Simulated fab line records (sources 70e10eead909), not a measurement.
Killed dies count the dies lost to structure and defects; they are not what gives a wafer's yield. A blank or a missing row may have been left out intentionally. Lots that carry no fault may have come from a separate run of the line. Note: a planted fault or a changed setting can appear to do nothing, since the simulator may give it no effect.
Chamber matching	flow nand harc	4 sister chambers for NHARC_P_BONDPAD_ETCH_37 on rie diel-01
The step etches the open film in N2/H2, target depth 60 nm, overetch 18 nm, time 65.91 s. 33 wafers are shown with their chamber, then 12 later ones without.

== WAFERS PAIRED WITH THEIR CHAMBERS ==
wafer	chamber	showerhead plenum p Torr (Torr)	drypump motor current A (A)	rf vpp V (V)
L077.2	2	2.17	4.9	433.1
L077.3	3	2.09	6.6	431.9
L077.4	1	2.15	5.9	431.1
L079.2	3	2.09	6.7	432.2
L079.3	2	2.17	4.9	434.0
L079.4	0	2.10	6.5	432.2
L080.1	2	2.17	4.9	434.2
L080.2	1	2.15	5.9	432.3
L080.6	0	2.10	6.5	432.9
L081.2	0	2.10	6.5	433.4
L081.3	2	2.17	4.9	433.6
L081.5	0	2.10	6.5	432.3
L082.2	0	2.10	6.5	432.6
L082.3	3	2.09	6.6	431.8
L082.5	3	2.09	6.6	432.0
L088.4	3	2.09	6.6	431.3
L088.5	0	2.10	6.5	431.1
L088.6	1	2.15	5.8	433.2
L087.2	3	2.09	6.7	431.0
L087.3	0	2.10	6.5	432.1
L087.5	0	2.10	6.5	431.9
L086.3	2	2.17	4.9	435.6
L086.5	1	2.15	5.9	432.2
L086.6	2	2.17	4.9	434.5
L089.1	0	2.10	6.5	433.0
L089.2	2	2.17	4.9	434.8
L089.3	1	2.15	5.8	433.3
L094.2	3	2.08	6.6	431.4
L094.3	2	2.17	4.9	433.5
L094.6	1	2.15	5.8	434.0
L092.1	1	2.15	5.8	432.6
L092.2	3	2.08	6.6	430.6
L092.4	2	2.17	4.9	433.7

SIGNATURES (means of the wafers above)
reading	chamber 0	chamber 1	chamber 2	chamber 3	scatter within a chamber
showerhead plenum p Torr	2.1000	2.1500	2.1700	2.0875	0.00227
drypump motor current A	6.500	5.843	4.900	6.625	0.0333
rf vpp V	432.389	432.671	434.111	431.525	0.738
Rule: for each reading, subtract the chamber's mean from the wafer's reading, divide by that reading's scatter and square the result; add these up over the readings and take the root, which gives the wafer's distance from the chamber. If the next closest chamber is less than 2 further off than the closest, the wafer can't be placed; otherwise it belongs to the closest. The scatter: the root of (the sum of the squares of (reading less its chamber's mean) over the shown wafers, divided by (wafers less chambers)).

== WAFERS MISSING THEIR CHAMBER ==
wafer	showerhead plenum p Torr (Torr)	drypump motor current A (A)	rf vpp V (V)
L093.3	2.17	4.9	435.3
L093.5	2.15	5.8	434.2
L093.6	2.17	4.9	433.1
L095.1	2.08	6.7	431.1
L095.2	2.15	5.8	432.8
L095.5	2.15	5.8	432.8
L097.1	2.10	6.5	432.9
L097.2	2.08	6.6	432.4
L097.4	2.15	5.8	433.4
L096.2	2.14	5.9	435.1
L096.3	2.08	6.7	431.0
L096.6	2.17	4.9	432.9

== CHAMBER TAKEN BY EACH ==
wafer	from the rows above	in truth
L093.3	2	2
L093.5	1	1
L093.6	2	2
L095.1	3	3
L095.2	1	1
L095.5	1	1
L097.1	0	0
L097.2	3	3
L097.4	1	1
L096.2	1	1
L096.3	3	3
L096.6	2	2
Correct placement for 12 of the 12. Number that these rows cannot place: 0. 0 placed wrongly.
